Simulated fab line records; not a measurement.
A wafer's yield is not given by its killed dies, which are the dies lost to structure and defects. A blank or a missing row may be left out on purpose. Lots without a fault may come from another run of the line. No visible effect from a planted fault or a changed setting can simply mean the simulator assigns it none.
fab line records	flow n5-finfet
[record] lots = 9	wafers = 25	last-day = 17
route steps=1938 shown BEOL_M3@945 BEOL_M4@1111
lots that met no fault: from a run of the same line without faults
start-h: the number of hours between the record's first day and the start of the first shown wafer of the lot	wait-h: how many hours have passed since the lot's step before this one	" the same as in the row above	L1.1+2: a row that stands for several wafers	- no value present, or no start provided	* or withheld: withheld	< > ~ a bound
route shown NAME@n: NAME is a module with steps in the file, n the number in the route of the first one	usual: average and standard deviation across the fault-free wafers	same: alike in all rows	chamber/n: place in a boat	sites: per-site readings	_std_site: their standard deviation	_edge_site: inner sites' mean taken away from outer sites' mean	radius-mm: for every site, how far away it sits from the centre of the wafer	mask NAME#n: copy n	behind: the tool/chamber that last shaped the wafer	hold: what put the lot on hold/how long, in hours/how the hold closed	device: which transistor (n, p or np) failed to switch	end of line: at the end of the route, the tests of the same wafers	for a step that has no rows: nothing shown but its recipe	killed: count of dies lost to structure and defects at first sort (not the wafer's yield)	map: shows each die of a wafer: x if killed, . if not, _ if none is there
set.NAME: the run value of the setting; set.NAME@STEP: its run value at that earlier step	model.NAME: the simulator's own value behind a step, which no gauge read
one table for each step of the route and one row for each wafer, over a sample of lots
services: a tool's chamber out of use, with start hour (start-h, from the record's first day; less than 0 if before it), hours out, and reason
[[steps]]
[step N5_BEOL_M3_OVL_MEAS_12]
[recipe] points-per-wafer = 522
[usual] M3_OVL = -0.3/0.65
lot.wafer	tool	chamber	start-h	wait-h	M3_OVL[nm]
L812.3	overlay-02	0	162.17	0.0	-0.4
L812.5	"	0	"	"	0.0
L812.6	"	0	"	"	-0.1
L815.1	overlay-01	0	166.92	0.0	-0.4
L815.3	"	0	"	"	-1.7
L815.5	"	0	"	"	0.1
L816.5	overlay-02	0	171.34	0.0	0.3
L816.6	"	0	"	"	0.3
L818.2	overlay-01	0	188.60	0.0	-0.3
L818.5	"	0	"	"	-0.6
L819.1	overlay-01	0	191.70	0.0	-0.4
L819.3	"	0	"	"	-1.0
L819.6	"	0	"	"	-1.1
L831.1	overlay-01	0	264.14	0.0	-0.7
L831.2	"	0	"	"	-1.1
L831.6	"	0	"	"	0.3
L833.2	overlay-02	0	273.22	0.0	-1.0
L833.3	"	0	"	"	0.4
L833.5	"	0	"	"	0.4
L834.2	overlay-02	0	280.00	0.0	-0.4
L834.5	"	0	"	"	-0.1
L834.6	"	0	"	"	-0.3
L835.4	overlay-01	0	284.59	0.0	1.3
L835.5	"	0	"	"	0.5
L835.6	"	0	"	"	-0.4
[step N5_BEOL_M3_ETCH_63]
[recipe] chemistry = CF4	target = SiARC	target-depth-a = 156	mask-material = CAR-EUV	time-s = 26	ion-energy-ev = 80	pressure-mtorr = 40	source-w = 545	bias-w = 36	Ar_flow_sccm = 100	cf4-flow-sccm = 100	ends = cleared
[usual] drypump-motor-current-A = 5.81/0.29	etch-rf-on-time-s = 26.0/0.47	oes-product-au = 0.66/0.071	rf-vpp-V = 183.9/1.1	showerhead-plenum-p-Torr = 2.14/0.06	throttle-valve-pct = 15.73/0.26
lot.wafer	tool	chamber	start-h	wait-h	drypump-motor-current-A	etch-rf-on-time-s	oes-product-au	rf-hours-counter-h	rf-vpp-V	showerhead-plenum-p-Torr	throttle-valve-pct
L812.3	rie-diel-04	2	162.49	0.0	5.82	25.2	0.79	25	182.6	2.10	14.95
L812.5	"	0	"	"	5.82	25.5	0.66	-	184.3	2.22	15.94
L812.6	"	3	"	"	5.44	25.6	0.63	-	184.3	2.12	15.84
L815.1	rie-diel-04	0	167.07	0.0	5.87	25.7	0.67	148	185.1	2.22	15.94
L815.3	"	3	"	"	5.46	25.7	0.62	209	183.0	2.12	15.85
L815.5	"	3	"	"	5.45	25.4	0.63	-	183.7	2.12	15.85
L816.5	rie-diel-04	2	171.47	0.0	5.77	25.2	0.77	-	183.8	2.09	14.95
L816.6	"	1	"	"	6.23	25.5	0.80	-	185.6	2.27	15.59
L818.2	rie-diel-06	2	188.92	0.0	5.75	25.5	0.63	183	186.8	2.22	15.81
L818.5	"	2	"	"	5.77	25.5	0.63	-	185.3	2.22	15.79
L819.1	rie-diel-02	1	191.84	0.0	5.87	25.9	0.61	212	184.6	2.12	15.96
L819.3	"	0	"	"	6.10	26.6	0.64	163	183.9	2.14	15.84
L819.6	"	0	"	"	6.09	26.6	0.64	-	183.9	2.14	15.85
L831.1	rie-diel-02	0	264.28	0.0	6.09	26.5	0.63	185	183.8	2.13	15.90
L831.2	"	1	"	"	5.91	26.0	0.60	235	182.5	2.11	16.02
L831.6	"	1	"	"	5.89	26.2	0.59	-	183.0	2.11	16.00
L833.2	rie-diel-02	1	274.50	0.0	5.88	26.0	0.59	239	183.8	2.11	16.01
L833.3	"	0	"	"	6.08	26.7	0.63	188	184.6	2.13	15.87
L833.5	"	3	"	"	5.57	25.7	0.82	-	184.0	2.19	15.40
L834.2	rie-diel-06	1	282.24	0.0	5.95	25.4	0.79	16	185.0	2.19	15.27
L834.5	"	2	"	"	5.79	25.8	0.61	-	184.4	2.21	15.86
L834.6	"	3	"	"	6.12	26.6	0.66	-	182.5	2.07	15.78
L835.4	rie-diel-02	1	286.75	0.0	5.90	25.9	0.58	-	182.3	2.11	16.05
L835.5	"	0	"	"	6.09	26.6	0.62	-	185.0	2.13	15.90
L835.6	"	2	"	"	5.31	26.1	0.64	-	183.9	2.05	15.50
[step N5_BEOL_M3_ETCH_64]
[recipe] chemistry = N2/H2	target = SOC	target-depth-a = 750	overetch-a = 150	mask-material = SiARC	temp-c = 40	time-s = 112.5	ion-energy-ev = 200	pressure-mtorr = 30	source-w = 840	bias-w = 150	n2-flow-sccm = 200	h2-flow-sccm = 200
[usual] drypump-motor-current-A = 5.81/0.29	oes-product-au = 0.61/0.062	rf-vpp-V = 523.8/2.2	showerhead-plenum-p-Torr = 2.54/0.075	throttle-valve-pct = 17.93/0.25
lot.wafer	tool	chamber	start-h	wait-h	drypump-motor-current-A	oes-product-au	rf-hours-counter-h	rf-vpp-V	showerhead-plenum-p-Torr	throttle-valve-pct
L812.3	rie-diel-04	2	162.52	0.0	5.82	0.71	25	522.8	2.49	17.14
L812.5	"	0	"	"	5.86	0.61	-	525.7	2.66	18.19
L812.6	"	3	"	"	5.46	0.58	-	523.8	2.52	18.15
L815.1	rie-diel-04	0	167.10	0.0	5.83	0.61	148	526.8	2.66	18.20
L815.3	"	3	"	"	5.48	0.58	209	525.0	2.52	18.14
L815.5	"	3	"	"	5.47	0.58	-	522.7	2.52	18.16
L816.5	rie-diel-04	2	171.54	0.1	5.82	0.71	-	523.7	2.49	17.16
L816.6	"	1	"	"	6.25	0.73	-	526.7	2.71	17.89
L818.2	rie-diel-06	2	188.95	0.0	5.77	0.58	183	525.7	2.64	17.99
L818.5	"	2	"	"	5.78	0.58	-	526.3	2.64	18.00
L819.1	rie-diel-02	1	191.87	0.0	5.92	0.57	212	523.2	2.51	18.08
L819.3	"	0	"	"	6.10	0.61	163	522.5	2.54	18.06
L819.6	"	0	"	"	6.12	0.60	-	522.9	2.54	18.05
L831.1	rie-diel-02	0	264.31	0.0	6.09	0.59	185	522.1	2.53	18.10
L831.2	"	1	"	"	5.89	0.55	235	522.6	2.50	18.14
L831.6	"	1	"	"	5.89	0.55	-	521.6	2.50	18.14
L833.2	rie-diel-02	1	274.53	0.0	5.87	0.55	239	521.2	2.50	18.14
L833.3	"	0	"	"	6.10	0.59	188	524.0	2.53	18.10
L833.5	"	3	"	"	5.59	0.75	-	525.2	2.59	17.59
L834.2	rie-diel-06	1	282.27	0.0	5.95	0.73	16	525.0	2.60	17.42
L834.5	"	2	"	"	5.78	0.56	-	524.9	2.63	18.04
L834.6	"	3	"	"	6.16	0.61	-	520.8	2.45	17.98
L835.4	rie-diel-02	1	286.82	0.1	5.91	0.54	-	522.9	2.49	18.16
L835.5	"	0	"	"	6.08	0.59	-	521.8	2.52	18.13
L835.6	"	2	"	"	5.31	0.59	-	520.5	2.44	17.76
[step N5_BEOL_M3_ETCH_70]
[recipe] chemistry = N2/H2	target = SOC	target-depth-a = 800	overetch-a = 160	mask-material = SiARC	temp-c = 40	time-s = 120	ion-energy-ev = 200	pressure-mtorr = 30	source-w = 840	bias-w = 150	n2-flow-sccm = 200	h2-flow-sccm = 200
[usual] drypump-motor-current-A = 5.81/0.28	oes-product-au = 0.58/0.055	rf-vpp-V = 523.9/2.2	run-length-s = 143.2/0.38	showerhead-plenum-p-Torr = 2.54/0.075	throttle-valve-pct = 17.96/0.24
lot.wafer	tool	chamber	start-h	wait-h	drypump-motor-current-A	oes-product-au	rf-hours-counter-h	rf-vpp-V	run-length-s	showerhead-plenum-p-Torr	throttle-valve-pct
L812.3	rie-diel-04	1	165.75	0.0	6.28	0.72	17	528.8	142.7	2.71	17.87
L812.5	"	3	"	"	5.47	0.56	-	522.3	142.9	2.52	18.15
L812.6	"	0	"	"	5.81	0.59	-	525.2	143.5	2.66	18.18
L815.1	rie-diel-02	2	174.16	0.0	5.34	0.60	141	520.5	142.8	2.45	17.68
L815.3	"	0	"	"	6.10	0.59	158	522.8	143.5	2.54	18.05
L815.5	"	2	"	"	5.33	0.59	-	521.5	143.0	2.45	17.68
L816.5	rie-diel-02	3	179.18	0.0	5.61	0.56	-	526.2	135.4	2.60	18.02
L816.6	"	2	"	"	5.31	0.59	-	519.7	143.0	2.45	17.71
L818.2	rie-diel-02	2	190.30	0.0	5.32	0.59	146	520.2	142.8	2.45	17.69
L818.5	"	1	"	"	5.90	0.58	-	523.8	135.1	2.51	18.11
L819.1	rie-diel-02	3	196.49	0.0	5.61	0.55	243	527.2	135.5	2.60	18.05
L819.3	"	0	"	"	6.09	0.58	164	524.6	143.8	2.54	18.05
L819.6	"	2	"	"	5.33	0.59	-	522.9	142.7	2.45	17.70
L831.1	rie-diel-02	1	271.76	0.0	5.90	0.53	237	520.7	143.4	2.50	18.14
L831.2	"	0	"	"	6.09	0.57	187	523.8	143.4	2.53	18.09
L831.6	"	1	"	"	5.91	0.53	-	521.4	142.9	2.50	18.14
L833.2	rie-diel-02	1	279.52	0.0	5.91	0.53	242	523.5	143.3	2.49	18.14
L833.3	"	3	"	"	5.61	0.72	11	526.6	143.3	2.59	17.61
L833.5	"	1	"	"	5.91	0.52	-	522.8	143.3	2.49	18.15
L834.2	rie-diel-02	3	285.92	0.0	5.60	0.72	14	525.5	143.1	2.59	17.62
L834.5	"	0	"	"	6.10	0.56	-	524.3	143.5	2.52	18.10
L834.6	"	1	"	"	5.92	0.53	-	524.5	143.2	2.49	18.15
L835.4	rie-diel-02	0	294.48	0.0	6.09	0.57	-	522.7	144.0	2.52	18.12
L835.5	"	1	"	"	5.90	0.52	-	522.7	143.4	2.49	18.16
L835.6	"	2	"	"	5.32	0.57	-	521.5	143.0	2.44	17.75
[step N5_BEOL_M4_RC_MEAS_101]
[usual] DIBL_N = 36.3/1.4	DIBL_P = 35.7/1.5	IOFF_N = 0.155/0.022	IOFF_P = 0.204/0.027	ION_N = 671/9	ION_P = 459/6.2	SS_N = 71.5/0.54	SS_P = 73.1/0.56	VT_N = 250.2/2.6	VT_P = -251/3.3
lot.wafer	tool	chamber	start-h	wait-h	DIBL_N[mV/V]	DIBL_P[mV/V]	IOFF_N[nA/um]	IOFF_P[nA/um]	ION_N[uA/um]	ION_P[uA/um]	SS_N[mV/dec]	SS_P[mV/dec]	VT_N[mV]	VT_P[mV]
L812.3	prober-01	0	185.35	0.3	35.6	34.2	0.157	0.207	673	457	71.9	72.7	246.0	-248
L812.5	"	0	"	"	34.3	33.4	0.136	0.192	661	461	71.4	72.6	249.0	-249
L812.6	"	0	"	"	35.9	34.4	0.157	0.203	664	457	71.1	72.8	248.9	-250
L815.1	prober-02	0	189.13	0.0	35.0	34.9	0.137	0.171	663	453	70.7	72.3	250.8	-255
L815.3	"	0	"	"	36.4	36.8	0.176	0.195	682	464	71.5	73.4	245.6	-254
L815.5	"	0	"	"	38.2	38.8	0.212	0.222	686	456	71.1	73.6	243.2	-252
L816.5	prober-02	0	191.80	0.6	34.4	33.4	0.129	0.214	670	471	70.6	72.0	251.9	-250
L816.6	"	0	"	"	36.4	34.8	0.161	0.235	667	461	70.9	73.4	248.3	-247
L818.2	prober-01	0	209.97	0.2	39.1	38.6	0.197	0.257	682	466	72.3	73.6	247.3	-245
L818.5	"	0	"	"	38.9	37.1	0.195	0.238	678	458	73.4	73.4	250.4	-249
L819.1	prober-01	0	212.61	0.0	35.3	35.5	0.133	0.177	677	462	70.9	72.4	253.2	-255
L819.3	"	0	"	"	36.1	35.9	0.149	0.185	661	451	71.3	73.4	251.9	-255
L819.6	"	0	"	"	36.7	35.6	0.151	0.174	668	447	71.6	72.5	252.9	-258
L831.1	prober-02	0	284.96	0.0	36.2	36.8	0.153	0.207	675	466	71.5	72.7	250.7	-250
L831.2	"	0	"	"	36.3	36.8	0.158	0.213	671	460	71.3	73.0	251.5	-249
L831.6	"	0	"	"	35.9	36.0	0.143	0.194	663	457	71.1	72.4	253.7	-251
L833.2	prober-02	0	294.24	0.2	37.1	36.6	0.183	0.232	679	465	71.5	72.9	246.5	-248
L833.3	"	0	"	"	36.2	35.7	0.157	0.210	667	458	71.2	72.2	250.3	-249
L833.5	"	0	"	"	37.1	37.5	0.176	0.248	677	468	71.0	73.3	246.7	-245
L834.2	prober-01	0	302.79	0.2	33.6	33.7	0.105	0.161	653	456	71.3	72.2	254.8	-251
L834.5	"	0	"	"	36.1	36.6	0.139	0.207	663	461	71.6	73.2	251.6	-251
L834.6	"	0	"	"	33.8	33.5	0.106	0.159	644	452	70.9	72.9	255.0	-254
L835.4	prober-01	0	307.64	0.5	35.3	34.7	0.137	0.179	669	460	71.7	72.8	250.5	-255
L835.5	"	0	"	"	37.3	35.9	0.166	0.192	671	452	71.9	72.1	249.3	-252
L835.6	"	0	"	"	35.1	34.5	0.135	0.178	668	457	71.5	72.3	253.9	-253
[[services]]
tool	chamber	start-h	hours	kind
rie-diel-04	2	146.42	8.2	repair
rie-diel-04	-	173.81	2.7	repair
rie-diel-02	3	220.00	-	clean
rie-diel-02	3	220.00	-	consumable-replace:focus-ring
rie-diel-02	3	220.00	18.5	scheduled-down
rie-diel-02	3	220.00	18.5	vent-cycle
rie-diel-06	1	227.30	-	clean
rie-diel-06	1	227.30	-	consumable-replace:focus-ring
rie-diel-06	1	227.30	12.9	scheduled-down
rie-diel-06	1	227.30	12.9	vent-cycle
rie-diel-02	3	240.04	7.0	repair
rie-diel-06	0	240.32	-	clean
rie-diel-06	0	240.32	-	consumable-replace:focus-ring
rie-diel-06	0	240.32	11.9	scheduled-down
rie-diel-06	0	240.32	11.9	vent-cycle
rie-diel-04	3	256.08	4.6	repair
rie-diel-04	-	270.47	28.1	pm
rie-diel-02	3	286.50	12.4	repair
[[key]]
[first-sign] step = N5_BEOL_M3_ETCH_70	reading = run-length-s	direction = down	sigmas = 21	usual = *	struck = *
effect none on later readings
met-at N5_BEOL_M3_ETCH_70
struck-lots L816,L818,L819
struck-wafers L816.5,L818.5,L819.1
not-acting-at N5_BEOL_M3_OVL_MEAS_12,N5_BEOL_M3_ETCH_63,N5_BEOL_M3_ETCH_64
onset-between 174.16 179.18
[fault] kind = process-parameter-drift	tool = rie-diel-02	chamber = -	onset-h = 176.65	steps = N5_BEOL_M3_ETCH_70	channel = time-s	offset = *	shape = step	end-h = 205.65	scope = struck-wafers-only	acts-in = *	stated = *
